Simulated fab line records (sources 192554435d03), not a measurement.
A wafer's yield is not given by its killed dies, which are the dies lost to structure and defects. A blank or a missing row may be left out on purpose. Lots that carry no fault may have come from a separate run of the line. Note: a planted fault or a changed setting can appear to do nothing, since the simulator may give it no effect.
fab line records    flow n5_finfet
record: lots: 4  wafers: 12  last_day: 17
route steps=1938 shown BEOL_M0_SAQP@669 BEOL_M4@1111 PASSIVATION@1936
lots that met no fault: from a run of the same line without faults
start_h: the number of hours between the record's first day and the start of the first shown wafer of the lot    wait_h: hours since the lot's step before    " same as the row above    L1.1+2: a row that stands for several wafers    - no value present, or no start provided    * or withheld: withheld    < > ~ a bound
route shown NAME@n: NAME is a module with steps in the file, n the number in the route of the first one    usual: the fault-free wafers' mean and standard deviation    same: alike in all rows    chamber/n: place in a boat    sites: the reading at each site    _std_site: standard deviation of those values    _edge_site: outer sites' mean less inner sites'    radius_mm: how far each site lies from the wafer's centre    mask NAME#n: copy n    behind: the most recent tool/chamber to have shaped the wafer    hold: why the lot was held/for how many hours/how that ended    device: transistor that didn't switch, given as n, p or np    end of line: the tests these same wafers got at the end of their route    where a step has no rows: the recipe by itself    killed: the dies lost at the first sort to structure and to defects; this is not the yield of the wafer    map: dies across one wafer; x = killed, . = not, _ = none there
set.NAME: setting as actually run; set.NAME@STEP: the setting as run at that earlier step    model.NAME: the simulator's own value behind a step, which no gauge read
lots at some steps of the route; a table a step, a row a wafer
services: when a tool's chamber went out of use (start_h, in hours from the record's first day, below 0 if earlier), for how many hours, and the reason
== steps ==
step: N5_BEOL_M0_SAQP_MANDREL_ETCH_103
recipe: chemistry: HBr/Cl2  target: a-Si  target_depth_a: 450  bt_time_s: 10  stop_on: SiCN  mask_material: SiO2  over_etch_frac: 0.8  time_s: 27  pressure_mtorr: 10  icp_w: 800  bias_w: 75  HBr_flow_sccm: 150  Cl2_flow_sccm: 80  ends: end_point
step: N5_BEOL_M0_SAQP_RECESS_104
recipe: chemistry: HF/NH3  target: SiO2  target_depth_a: 180  afs_cycles: 3  temp_c: 30  sublimation_temp_c: 180  sublimation_time_s: 60
step: N5_BEOL_M0_SAQP_COAT_105
recipe: resist: SOC  temp_c: 250  time_s: 60  spin_rpm: 1500  resist_thk_nm: 100
step: N5_BEOL_M0_SAQP_ETCH_106
recipe: chemistry: N2/H2  target: SOC  target_depth_a: 1500  stop_on: SiNx  ion_energy_ev: 100  bias_w: 61  pressure_mtorr: 30  source_w: 850  n2_flow_sccm: 200  h2_flow_sccm: 200
step: N5_BEOL_M0_SAQP_ETCH_107
recipe: chemistry: CH3F/O2  target: SiNx  target_depth_a: 300  mask_material: SOC  pressure_mtorr: 30  source_w: 395  bias_w: 73  Ar_flow_sccm: 150  CH3F_flow_sccm: 30  O2_flow_sccm: 20  ion_energy_ev: 120
step: N5_BEOL_M0_SAQP_STRIP_108
recipe: chemistry: N2/H2  power_w: 500  temp_c: 40  pressure_mtorr: 50  rf_frequency_hz: 6e+07  overash_fraction: 0.3  bias_power_w: 28  h2_frac: 0.5  n2_flow_sccm: 300  h2_flow_sccm: 300
step: N5_BEOL_M0_SAQP_RECESS_109
recipe: chemistry: HF/NH3  target: SiO2  target_depth_a: 30  afs_cycles: 1  temp_c: 30  sublimation_temp_c: 180  sublimation_time_s: 60
step: N5_BEOL_M0_SAQP_SPACER2_ALD_26
recipe: material: SiO2  target_thk_a: 150  temp_c: 300  ald_precursor_family: BDEAS  ald_co_reactant: O2-plasma  pulse_time_s: 1  purge_time_s: 2  co_reactant_purge_time_s: 2  pressure_torr: 2
step: N5_BEOL_M0_SAQP_SPACER2_ETCHBACK_27
recipe: chemistry: CHF3/O2  mode: anisotropic_etchback  target: SiO2  target_depth_a: 225  time_s: 11.25  pressure_mtorr: 30  source_w: 650  bias_w: 170  Ar_flow_sccm: 200  CHF3_flow_sccm: 50  O2_flow_sccm: 5  ion_energy_ev: 200
step: N5_BEOL_M0_SAQP_MANDREL2_REMOVE_110
recipe: chemistry: HBr/Cl2/O2  bt_time_s: 10  target: a-Si  stop_on: SiCN  endpoint: OES-SiCl  over_etch_frac: 1  icp_w: 600  bias_w: 30  HBr_flow_sccm: 150  Cl2_flow_sccm: 80  O2_flow_sccm: 5  pressure_mtorr: 10
step: N5_BEOL_M0_SAQP_COAT_69
recipe: resist: SOC  temp_c: 250  time_s: 60  spin_rpm: 1500  resist_thk_nm: 90
step: N5_BEOL_M0_SAQP_COAT_72
recipe: resist: SiARC  temp_c: 220  time_s: 60  spin_rpm: 1500  resist_thk_nm: 15
usual: heater_power_total_W: 427.5/2.3  spin_speed_rpm: 1500.2/0.99
lot.wafer  tool            chamber  start_h  wait_h  heater_power_total_W  spin_speed_rpm  model.SiARC_of_BEOL_M0_SAQP_COAT_72.thk_nm
L191.1     litho_track-03  0        182.45   -       424.8                 1499.8          15
L191.3     "               0        "        "       430.1                 1500.9          15
L191.6     "               0        "        "       431.0                 1499.0          15
L192.1     litho_track-03  0        188.04   -       424.0                 1321.5          16
L192.4     "               0        "        "       430.9                 1321.6          16
L192.5     "               0        "        "       425.3                 1322.7          16
L194.1     litho_track-03  0        204.45   -       425.3                 1322.0          16
L194.2     "               0        "        "       427.9                 1320.5          16
L194.6     "               0        "        "       424.0                 1320.0          16
L201.3     litho_track-04  0        247.63   -       424.9                 1500.8          15
L201.4     "               0        "        "       427.1                 1500.2          15
L201.6     "               0        "        "       429.3                 1501.1          15
step: N5_BEOL_M0_SAQP_COAT_87
recipe: resist: underlayer  temp_c: 205  time_s: 60  spin_rpm: 1500  resist_thk_nm: 5
step: N5_BEOL_M0_SAQP_COAT_34
recipe: resist: CAR-EUV  spin_rpm: 1500  resist_thk_nm: 30
step: N5_BEOL_M0_SAQP_EBR_36
recipe: solvent: PGMEA  ebr_width_mm: 1.5
step: N5_BEOL_M0_SAQP_SOFTBAKE_35
recipe: temp_c: 110  time_s: 60  resist: CAR-EUV
step: N5_BEOL_M0_SAQP_EXPOSE_37
recipe: mask_id: M0_CUT1  na: 0.33  source_shape: annular  sigma_inner: 0.35  sigma_outer: 0.8  polarization: unpolarized  target_cd_nm: 30  dose_mj: 44.75
step: N5_BEOL_M0_SAQP_PEB_38
recipe: peb_temp_c: 100  peb_time_s: 60  resist: CAR-EUV
step: N5_BEOL_M0_SAQP_DEVELOP_39
recipe: develop_time_s: 30  developer: TMAH  resist: CAR-EUV  rinse_liquid: surfactant_rinse  dry: air_spin  dev_temp_c: 23
step: N5_BEOL_M0_SAQP_DESCUM_45
recipe: chemistry: O2  time_s: 7  source_power_w: 50  bias_power_w: 20  pressure_mtorr: 20  rf_frequency_hz: 2.712e+07  temp_c: 40  resist: CAR-EUV  o2_flow_sccm: 225
step: N5_BEOL_M0_SAQP_ETCH_88
recipe: chemistry: N2/H2  target: underlayer  target_depth_a: 65  time_s: 5.2  ion_energy_ev: 200  mask_material: CAR-EUV  pressure_mtorr: 30  source_w: 840  bias_w: 150  n2_flow_sccm: 200  h2_flow_sccm: 200  ends: cleared
step: N5_BEOL_M0_SAQP_ETCH_73
recipe: chemistry: CF4  target: SiARC  target_depth_a: 195  mask_material: CAR-EUV  time_s: 32.5  ion_energy_ev: 80  pressure_mtorr: 40  source_w: 545  bias_w: 36  Ar_flow_sccm: 100  cf4_flow_sccm: 100  ends: cleared
usual: bias_w: 36.01/0.11  drypump_motor_current_A: 5.8/0.32  etch_rf_on_time_s: 32.2/1  oes_product_au: 0.67/0.049  rf_fwd_power_W: 533.3/2.6  rf_vpp_V: 184.0/1.3  showerhead_plenum_p_Torr: 2.15/0.072  throttle_valve_pct: 15.65/0.2
lot.wafer  tool         chamber  start_h  wait_h  bias_w  drypump_motor_current_A  etch_rf_on_time_s  oes_product_au  rf_fwd_power_W  rf_hours_counter_h  rf_vpp_V  showerhead_plenum_p_Torr  throttle_valve_pct  model.etch.depth_nm
L191.1     rie_diel-03  0        183.46   0.0     36.09   5.7                      32.5               0.74            530.9           45                  185.3     2.26                      15.71               15.03
L191.3     "            1        "        "       36.01   5.3                      32.9               0.68            531.5           107                 183.6     2.16                      15.43               15.02
L191.6     "            0        "        "       36.08   5.7                      32.0               0.74            532.3           -                   186.3     2.26                      15.72               15
L192.1     rie_diel-01  0        188.62   0.0     36.08   5.8                      36.8               0.70            535.9           53                  183.6     2.19                      15.38               15.99
L192.4     "            2        "        "       36.11   6.3                      33.0               0.64            534.5           179                 184.1     2.22                      15.68               16
L192.5     "            1        "        "       35.91   5.9                      34.3               0.62            536.8           -                   183.1     2.05                      15.81               16.02
L194.1     rie_diel-01  1        204.95   0.0     36.11   5.9                      33.5               0.63            536.6           199                 181.8     2.05                      15.82               15.97
L194.2     "            3        "        "       36.00   5.7                      36.0               0.64            534.1           147                 182.6     2.06                      15.80               15.96
L194.6     "            3        "        "       36.14   5.7                      35.5               0.64            530.1           -                   183.5     2.06                      15.78               15.94
L201.3     rie_diel-04  2        248.07   0.0     36.09   6.1                      32.3               0.59            533.5           234                 184.2     2.04                      15.83               15.01
L201.4     "            0        "        "       35.73   5.7                      32.2               0.66            535.6           125                 183.7     2.15                      15.66               15.01
L201.6     "            1        "        "       35.96   5.7                      30.7               0.74            534.4           -                   183.3     2.08                      15.36               15
step: N5_BEOL_M0_SAQP_CUT_ETCH_46
recipe: chemistry: N2/H2  target: SOC  target_depth_a: 1350  overetch_a: 270  temp_c: 40  time_s: 202.5  ion_energy_ev: 200  mask_material: SiARC  pressure_mtorr: 30  source_w: 840  bias_w: 150  n2_flow_sccm: 200  h2_flow_sccm: 200
usual: bias_w: 150.0/0.43  drypump_motor_current_A: 5.8/0.31  rf_fwd_power_W: 838.3/2.5  rf_vpp_V: 524.0/2.7  showerhead_plenum_p_Torr: 2.54/0.087  throttle_valve_pct: 17.82/0.24
lot.wafer  tool         chamber  start_h  wait_h  bias_w  drypump_motor_current_A  rf_fwd_power_W  rf_hours_counter_h  rf_vpp_V  showerhead_plenum_p_Torr  throttle_valve_pct  model.SiARC_of_BEOL_M0_SAQP_COAT_72.thk_nm
L191.1     rie_diel-03  0        183.49   0.0     149.6   5.7                      840.0           45                  527.8     2.69                      17.99               4.6
L191.3     "            1        "        "       149.2   5.3                      837.4           107                 525.5     2.55                      17.51               4.8
L191.6     "            0        "        "       149.9   5.7                      843.3           -                   527.4     2.69                      17.99               4.6
L192.1     rie_diel-01  0        188.65   0.0     150.5   5.8                      837.4           53                  523.4     2.59                      17.61               6
L192.4     "            2        "        "       150.4   6.3                      838.8           179                 527.0     2.63                      17.81               5.2
L192.5     "            1        "        "       149.8   5.9                      841.1           -                   519.9     2.44                      18.21               5.6
L194.1     rie_diel-01  1        204.98   0.0     149.8   5.9                      840.3           199                 520.4     2.44                      18.21               5.4
L194.2     "            3        "        "       150.9   5.7                      834.4           147                 520.7     2.43                      17.94               6.6
L194.6     "            3        "        "       150.1   5.7                      834.6           -                   520.9     2.43                      17.96               6.4
L201.3     rie_diel-04  2        248.11   0.0     149.8   6.0                      835.2           234                 519.2     2.42                      18.07               5.2
L201.4     "            0        "        "       149.7   5.7                      838.6           125                 524.8     2.53                      17.68               5.6
L201.6     "            1        "        "       150.5   5.7                      838.6           -                   521.8     2.46                      17.48               4
step: N5_BEOL_M0_SAQP_STRIP_74
recipe: chemistry: N2/H2  temp_c: 40  n2_flow_sccm: 200  h2_flow_sccm: 200  rf_frequency_hz: 6e+07
step: N5_BEOL_M4_RC_MEAS_101
usual: DIBL_N: 37.1/2.4  DIBL_P: 37/3  IOFF_N: 0.18/0.053  IOFF_P: 0.21/0.05  ION_N: 674/14  ION_P: 459/9.2  SS_N: 72.1/0.9  SS_P: 73.4/0.89  VT_N: 250/3.8  VT_P: -251/3.7
lot.wafer  tool       chamber  start_h  wait_h  DIBL_N[mV/V]  DIBL_P[mV/V]  IOFF_N[nA/um]  IOFF_P[nA/um]  ION_N[uA/um]  ION_P[uA/um]  SS_N[mV/dec]  SS_P[mV/dec]  VT_N[mV]  VT_P[mV]
L191.1     prober-02  0        254.14   0.0     34.5          33            0.12           0.15           667           456           71.0          72.0          253       -258
L191.3     "          0        "        "       36.3          37            0.17           0.20           675           456           71.9          73.2          248       -252
L191.6     "          0        "        "       35.9          37            0.16           0.19           672           459           72.0          72.9          249       -252
L192.1     prober-01  0        257.22   0.0     40.1          41            0.26           0.29           690           470           73.4          74.9          245       -246
L192.4     "          0        "        "       36.5          36            0.17           0.21           663           457           72.8          74.3          251       -250
L192.5     "          0        "        "       32.3          31            0.11           0.14           649           443           71.4          72.0          257       -254
L194.1     prober-01  0        276.96   0.0     36.5          37            0.18           0.23           691           472           71.4          73.7          243       -249
L194.2     "          0        "        "       37.2          38            0.19           0.23           677           460           71.7          74.1          245       -249
L194.6     "          0        "        "       36.2          36            0.16           0.22           686           469           71.5          73.2          249       -250
L201.3     prober-01  0        309.93   0.3     38.0          39            0.20           0.21           685           458           72.1          73.7          248       -254
L201.4     "          0        "        "       35.8          35            0.15           0.16           662           443           71.5          73.2          253       -257
L201.6     "          0        "        "       36.7          36            0.16           0.17           667           448           71.7          73.5          247       -257
step: N5_PASSIVATION_PROBE_49
usual: defect_limited_yield: 91.6/1.4  killed_at_M0_to_M3: 32/9.5  killed_at_M4_up: 13/6  killed_at_contacts: 12/5.6  killed_at_front_end: 39/11  killed_at_other: 2.8/2.3  killed_dies: 99/16  killed_on_rim: 12/3.4  killed_open: 65/12  killed_short: 32/7.6  sort_bin_4_leakage: 0.1/0.88  sort_bin_5_function: 4.8/0.88  sort_bin_6_memory: 3.2/0.65  sort_n_pass: 1077/29  sort_yield_pct: 91.2/2.5
same: gross_dies: 1180  killed_at_back_side: 0  sort_bin_8_speed[%]: 0
lot.wafer  tool       chamber  start_h  wait_h  defect_limited_yield[%]  killed_at_M0_to_M3  killed_at_M4_up  killed_at_contacts  killed_at_front_end  killed_at_other  killed_dies  killed_on_rim  killed_open  killed_short  sort_bin_4_leakage[%]  sort_bin_5_function[%]  sort_bin_6_memory[%]  sort_n_pass  sort_yield_pct[%]
L192.1     prober-02  -        359.60   0.0     92.4                     24                  9                10                  41                   6                90           14             52           28            0.1                    3.6                     3.1                   1089         92.3
L192.4     prober-02  -        359.75   0.2     90.8                     31                  22               15                  35                   5                108          16             72           32            0                      5.3                     3.3                   1072         90.8
L192.5     prober-02  -        359.80   0.2     90.2                     31                  19               14                  47                   5                116          15             84           31            0                      5.3                     4.0                   1064         90.2
L191.1     prober-02  -        368.62   0.0     91.7                     33                  9                12                  43                   1                98           14             69           27            0                      5.0                     3.1                   1082         91.7
L191.3     prober-02  -        368.72   0.1     90.7                     30                  15               24                  36                   5                110          17             82           21            0                      5.1                     3.6                   1070         90.7
L191.6     prober-02  -        368.87   0.3     89.7                     41                  17               18                  43                   3                122          17             68           40            0                      4.9                     4.3                   1058         89.7
L194.1     prober-02  -        398.53   0.0     92.8                     33                  4                6                   42                   0                85           9              48           30            0                      3.6                     2.5                   1095         92.8
L194.2     prober-02  -        398.58   0.1     92.3                     38                  4                16                  33                   0                91           9              59           32            0                      4.5                     2.9                   1089         92.3
L194.6     prober-02  -        398.78   0.3     93.6                     47                  5                3                   19                   1                75           8              47           24            0                      3.3                     2.5                   1105         93.6
L201.3     prober-01  -        419.04   0.1     92.9                     20                  21               11                  31                   1                84           13             42           40            0                      4.4                     2.5                   1096         92.9
L201.4     prober-01  -        419.09   0.2     93.4                     32                  15               13                  17                   1                78           11             53           21            0                      3.5                     2.8                   1102         93.4
L201.6     prober-01  -        419.19   0.3     90.8                     28                  32               20                  25                   4                109          12             73           35            0                      5.5                     3.5                   1071         90.8
killed by level:class
L192.1 MOL_CONTACT_COAG:geometric_particle:open=9 FIN_SAQP:geometric_particle:short=7 HKMG_FIN:area_etch=7 FIN_SAQP:geometric_particle:open=5 BEOL_M2:geometric_particle:open=5 BEOL_M3:geometric_particle:open=5 STI_FIN_REVEAL:geometric_particle:short=4 DUMMY_GATE:geometric_particle:open=4
L192.4 MOL_CONTACT_COAG:geometric_particle:open=11 BEOL_M4:geometric_particle:open=10 STI_FIN_REVEAL:geometric_particle:open=8 BEOL_M2:geometric_particle:open=8 DUMMY_GATE:geometric_particle:open=7 BEOL_M0_SAQP:geometric_particle:short=7 FIN_SAQP:geometric_particle:short=5 MOL_CONTACT_COAG:geometric_particle:short=4
L192.5 STI_FIN_REVEAL:geometric_particle:open=15 MOL_CONTACT_COAG:geometric_particle:open=14 BEOL_M5:geometric_particle:open=9 GATE_CUT:geometric_particle:short=6 BEOL_M1:geometric_particle:open=6 BEOL_M2:geometric_particle:open=6 BEOL_M0_SAQP:geometric_particle:open=5 STI_FIN_REVEAL:geometric_particle:short=4
L191.1 STI_FIN_REVEAL:geometric_particle:open=14 MOL_CONTACT_COAG:geometric_particle:open=11 BEOL_M2:geometric_particle:open=8 BEOL_M3:geometric_particle:open=8 FIN_SAQP:geometric_particle:short=5 FIN_SAQP:geometric_particle:open=5 GATE_CUT:geometric_particle:short=4 BEOL_M0_SAQP:geometric_particle:short=4
L191.3 MOL_CONTACT_COAG:geometric_particle:open=18 STI_FIN_REVEAL:geometric_particle:open=17 BEOL_M2:geometric_particle:open=9 BEOL_M1:geometric_particle:open=8 BEOL_M4:geometric_particle:open=7 MOL_CONTACT_COAG:geometric_particle:short=6 HKMG_FIN:area_etch=5 FIN_SAQP:geometric_particle:open=3
L191.6 BEOL_M2:geometric_particle:open=12 MOL_CONTACT_COAG:geometric_particle:open=11 FIN_SAQP:geometric_particle:open=9 FIN_SAQP:geometric_particle:short=8 HKMG_FIN:area_etch=8 MOL_CONTACT_COAG:geometric_particle:short=7 BEOL_M1:geometric_particle:open=6 BEOL_M0_SAQP:geometric_particle:open=5
L194.1 STI_FIN_REVEAL:geometric_particle:open=9 BEOL_M3:geometric_particle:open=8 BEOL_M0_SAQP:geometric_particle:open=7 BEOL_M2:geometric_particle:open=7 HKMG_FIN:area_etch=7 FIN_SAQP:geometric_particle:short=6 BEOL_M0_SAQP:geometric_particle:short=6 GATE_CUT:geometric_particle:short=5
L194.2 MOL_CONTACT_COAG:geometric_particle:open=15 BEOL_M0_SAQP:geometric_particle:short=10 FIN_SAQP:geometric_particle:short=8 BEOL_M0_SAQP:geometric_particle:open=7 BEOL_M1:geometric_particle:open=7 STI_FIN_REVEAL:geometric_particle:open=6 FIN_SAQP:geometric_particle:open=5 BEOL_M3:geometric_particle:open=4
L194.6 BEOL_M0_SAQP:geometric_particle:short=11 BEOL_M3:geometric_particle:open=10 BEOL_M1:geometric_particle:open=9 BEOL_M2:geometric_particle:open=8 STARTING-WAFER:geometric_particle:short=4 HKMG_FIN:area_etch=4 STI_FIN_REVEAL:geometric_particle:open=3 MOL_CONTACT_COAG:geometric_particle:open=3
L201.3 FIN_SAQP:geometric_particle:short=10 MOL_CONTACT_COAG:geometric_particle:open=8 FIN_SAQP:geometric_particle:open=7 BEOL_M0_SAQP:geometric_particle:short=7 BEOL_M4:geometric_particle:open=6 BEOL_M5:geometric_particle:short=5 BEOL_M1:geometric_particle:open=4 GATE_CUT:geometric_particle:short=4
L201.4 MOL_CONTACT_COAG:geometric_particle:open=11 BEOL_M4:geometric_particle:open=10 BEOL_M0_SAQP:geometric_particle:short=8 BEOL_M1:geometric_particle:open=6 BEOL_M0_SAQP:geometric_particle:open=5 BEOL_M3:geometric_particle:open=5 BEOL_M2:geometric_particle:open=4 FIN_SAQP:geometric_particle:open=3
L201.6 BEOL_M4:geometric_particle:open=17 MOL_CONTACT_COAG:geometric_particle:open=16 BEOL_M1:geometric_particle:open=8 DUMMY_GATE:geometric_particle:open=7 BEOL_M3:geometric_particle:open=6 BEOL_M3:geometric_particle:short=6 FIN_SAQP:geometric_particle:short=4 MOL_CONTACT_COAG:geometric_particle:short=4
== services ==
tool         chamber  start_h  hours  kind
rie_diel-04  2        163.49   3.9    repair
rie_diel-01  -        207.15   2.3    repair
rie_diel-01  -        229.78   2.5    repair
== key ==
first_sign: step: N5_BEOL_M0_SAQP_COAT_72  reading: spin_speed_rpm  direction: down  sigmas: 99+  usual: *  struck: *
effect: step: N5_BEOL_M0_SAQP_ETCH_73  reading: etch_rf_on_time_s  direction: up  sigmas: 2.6  usual: *  struck: *
model_effect: step: N5_BEOL_M0_SAQP_COAT_72  value: SiARC_of_BEOL_M0_SAQP_COAT_72.thk_nm  without: 15  struck: 16
model_effect: step: N5_BEOL_M0_SAQP_ETCH_73  value: etch.depth_nm  without: 14.99  struck: 15.98
model_effect: step: N5_BEOL_M0_SAQP_CUT_ETCH_46  value: SiARC_of_BEOL_M0_SAQP_COAT_72.thk_nm  without: 4.867  struck: 5.867
met_at N5_BEOL_M0_SAQP_COAT_72
struck_wafers L192.1,L192.4,L192.5,L194.1,L194.2,L194.6
onset_between 182.45 188.04
fault: kind: process_parameter_drift  tool: litho_track-03  chamber: -  onset_h: 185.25  steps: N5_BEOL_M0_SAQP_COAT_72  channel: spin_rpm  offset: *  shape: step  end_h: 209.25  acts_in: *  stated: *
